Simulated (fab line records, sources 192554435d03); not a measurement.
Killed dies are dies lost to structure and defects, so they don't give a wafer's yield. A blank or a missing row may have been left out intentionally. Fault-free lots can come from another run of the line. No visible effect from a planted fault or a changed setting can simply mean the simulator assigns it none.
Chamber matching || flow n5Finfet || N5_BEOL_M12_ETCH_59 on rieDiel-02: 4 sister chambers
The step etches BARC in N2/H2, target depth 89 nm, overetch 26.7 nm, time 67.9 s. 18 wafers are shown with their chamber, then 9 later ones without.

WAFERS, EACH WITH ITS CHAMBER
{"wafer": "L075.1", "chamber": 2, "showerheadPlenumPTorr (Torr)": 2.48, "drypumpMotorCurrentA (A)": 5.8, "throttleValvePct (%)": 17.68}
{"wafer": "L075.3", "chamber": 1, "showerheadPlenumPTorr (Torr)": 2.64, "drypumpMotorCurrentA (A)": 5.4, "throttleValvePct (%)": 17.91}
{"wafer": "L075.5", "chamber": 3, "showerheadPlenumPTorr (Torr)": 2.45, "drypumpMotorCurrentA (A)": 6.0, "throttleValvePct (%)": 17.86}
{"wafer": "L077.3", "chamber": 3, "showerheadPlenumPTorr (Torr)": 2.45, "drypumpMotorCurrentA (A)": 6.0, "throttleValvePct (%)": 17.86}
{"wafer": "L077.5", "chamber": 0, "showerheadPlenumPTorr (Torr)": 2.33, "drypumpMotorCurrentA (A)": 6.3, "throttleValvePct (%)": 18.02}
{"wafer": "L077.6", "chamber": 3, "showerheadPlenumPTorr (Torr)": 2.45, "drypumpMotorCurrentA (A)": 5.9, "throttleValvePct (%)": 17.86}
{"wafer": "L080.1", "chamber": 2, "showerheadPlenumPTorr (Torr)": 2.47, "drypumpMotorCurrentA (A)": 5.8, "throttleValvePct (%)": 17.73}
{"wafer": "L080.3", "chamber": 1, "showerheadPlenumPTorr (Torr)": 2.64, "drypumpMotorCurrentA (A)": 5.4, "throttleValvePct (%)": 17.92}
{"wafer": "L080.5", "chamber": 2, "showerheadPlenumPTorr (Torr)": 2.47, "drypumpMotorCurrentA (A)": 5.8, "throttleValvePct (%)": 17.74}
{"wafer": "L084.1", "chamber": 1, "showerheadPlenumPTorr (Torr)": 2.63, "drypumpMotorCurrentA (A)": 5.4, "throttleValvePct (%)": 17.95}
{"wafer": "L084.2", "chamber": 2, "showerheadPlenumPTorr (Torr)": 2.47, "drypumpMotorCurrentA (A)": 5.8, "throttleValvePct (%)": 17.74}
{"wafer": "L084.4", "chamber": 0, "showerheadPlenumPTorr (Torr)": 2.32, "drypumpMotorCurrentA (A)": 6.4, "throttleValvePct (%)": 18.06}
{"wafer": "L085.2", "chamber": 0, "showerheadPlenumPTorr (Torr)": 2.32, "drypumpMotorCurrentA (A)": 6.4, "throttleValvePct (%)": 18.05}
{"wafer": "L085.3", "chamber": 3, "showerheadPlenumPTorr (Torr)": 2.44, "drypumpMotorCurrentA (A)": 6.0, "throttleValvePct (%)": 17.89}
{"wafer": "L085.5", "chamber": 1, "showerheadPlenumPTorr (Torr)": 2.63, "drypumpMotorCurrentA (A)": 5.5, "throttleValvePct (%)": 17.95}
{"wafer": "L086.1", "chamber": 3, "showerheadPlenumPTorr (Torr)": 2.44, "drypumpMotorCurrentA (A)": 5.9, "throttleValvePct (%)": 17.91}
{"wafer": "L086.4", "chamber": 1, "showerheadPlenumPTorr (Torr)": 2.63, "drypumpMotorCurrentA (A)": 5.3, "throttleValvePct (%)": 17.94}
{"wafer": "L086.6", "chamber": 0, "showerheadPlenumPTorr (Torr)": 2.32, "drypumpMotorCurrentA (A)": 6.3, "throttleValvePct (%)": 18.05}

SIGNATURES (means of the wafers above)
{"reading": "showerheadPlenumPTorr", "chamber 0": 2.3225, "chamber 1": 2.6340, "chamber 2": 2.4725, "chamber 3": 2.4460, "scatter within a chamber": 0.00528}
{"reading": "drypumpMotorCurrentA", "chamber 0": 6.350, "chamber 1": 5.400, "chamber 2": 5.800, "chamber 3": 5.960, "scatter within a chamber": 0.0548}
{"reading": "throttleValvePct", "chamber 0": 18.0450, "chamber 1": 17.9340, "chamber 2": 17.7225, "chamber 3": 17.8760, "scatter within a chamber": 0.0221}
Rule: a wafer lies at a distance from a chamber equal to the root of the sum of squares, over the readings, of (its reading less the chamber's mean, divided by the reading's scatter). The wafer belongs to the nearest chamber; if the next one is less than 2 further off, it can't be placed. How the scatter is found: for the shown wafers, subtract from each reading the mean of its chamber, square and add these, divide the total by (wafers less chambers), then take the root.

WAFERS WITHOUT THEIR CHAMBER
{"wafer": "L087.1", "showerheadPlenumPTorr (Torr)": 2.32, "drypumpMotorCurrentA (A)": 6.4, "throttleValvePct (%)": 18.06}
{"wafer": "L087.4", "showerheadPlenumPTorr (Torr)": 2.44, "drypumpMotorCurrentA (A)": 6.0, "throttleValvePct (%)": 17.90}
{"wafer": "L087.5", "showerheadPlenumPTorr (Torr)": 2.32, "drypumpMotorCurrentA (A)": 6.4, "throttleValvePct (%)": 18.06}
{"wafer": "L094.1", "showerheadPlenumPTorr (Torr)": 2.44, "drypumpMotorCurrentA (A)": 5.9, "throttleValvePct (%)": 17.90}
{"wafer": "L094.5", "showerheadPlenumPTorr (Torr)": 2.32, "drypumpMotorCurrentA (A)": 6.4, "throttleValvePct (%)": 18.06}
{"wafer": "L094.6", "showerheadPlenumPTorr (Torr)": 2.44, "drypumpMotorCurrentA (A)": 6.0, "throttleValvePct (%)": 17.94}
{"wafer": "L093.1", "showerheadPlenumPTorr (Torr)": 2.31, "drypumpMotorCurrentA (A)": 6.4, "throttleValvePct (%)": 18.07}
{"wafer": "L093.4", "showerheadPlenumPTorr (Torr)": 2.32, "drypumpMotorCurrentA (A)": 6.3, "throttleValvePct (%)": 18.07}
{"wafer": "L093.5", "showerheadPlenumPTorr (Torr)": 2.46, "drypumpMotorCurrentA (A)": 5.8, "throttleValvePct (%)": 17.78}

WHICH CHAMBER EACH ONE RAN IN
{"wafer": "L087.1", "from the rows above": 0, "in truth": 0}
{"wafer": "L087.4", "from the rows above": 3, "in truth": 3}
{"wafer": "L087.5", "from the rows above": 0, "in truth": 0}
{"wafer": "L094.1", "from the rows above": 3, "in truth": 3}
{"wafer": "L094.5", "from the rows above": 0, "in truth": 0}
{"wafer": "L094.6", "from the rows above": 3, "in truth": 3}
{"wafer": "L093.1", "from the rows above": 0, "in truth": 0}
{"wafer": "L093.4", "from the rows above": 0, "in truth": 0}
{"wafer": "L093.5", "from the rows above": 2, "in truth": 2}
Correct placement for 9 of the 9. Not placeable from these rows: 0. Wrongly placed: 0.
